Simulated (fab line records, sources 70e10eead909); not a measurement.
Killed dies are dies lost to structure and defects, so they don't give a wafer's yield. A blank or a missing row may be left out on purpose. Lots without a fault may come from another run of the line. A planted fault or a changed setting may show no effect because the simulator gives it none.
Chamber matching | flow nand_harc | NHARC_P_M0_PRE_CLEAN_31 on pecvd-04: 3 sister chambers
The step time 12 s. 3 wafers are shown with their chamber, then 7 later ones without.

WAFERS WITH THEIR CHAMBER
wafer  | chamber | heater_power_w (W)
L087.6 | 0       | 664
L089.1 | 2       | 716
L089.2 | 1       | 571

WAFERS WITHOUT THEIR CHAMBER
wafer  | heater_power_w (W)
L089.3 | 711
L095.1 | 601
L095.2 | 823
L095.5 | 825
L097.1 | 789
L097.3 | 641
L097.6 | 806

WHICH CHAMBER EACH WENT THROUGH
wafer  | from the rows above          | in truth
L089.3 | can't be placed: 2 or 0 or 1 | 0
L095.1 | can't be placed: 1 or 0 or 2 | 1
L095.2 | can't be placed: 2 or 0 or 1 | 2
L095.5 | can't be placed: 2 or 0 or 1 | 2
L097.1 | can't be placed: 2 or 0 or 1 | 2
L097.3 | can't be placed: 0 or 1 or 2 | 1
L097.6 | can't be placed: 2 or 0 or 1 | 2
Placed correctly: 0 of 7. Can't be placed from these rows: 7 (the true chamber is among the candidates in 7). Placed wrongly: 0.
How it was worked out, from the rows above alone: a wafer's distance from a chamber is the root of the sum, over the readings, of the square of ((its reading less the chamber's mean) divided by the reading's scatter). The wafer belongs to the nearest chamber; if the next one is less than 2 further off, it can't be placed. A chamber's mean is the mean of its shown wafers. The scatter: with one shown wafer a chamber, the root of the mean of the squares of how far each hidden wafer lies from its nearest shown one.
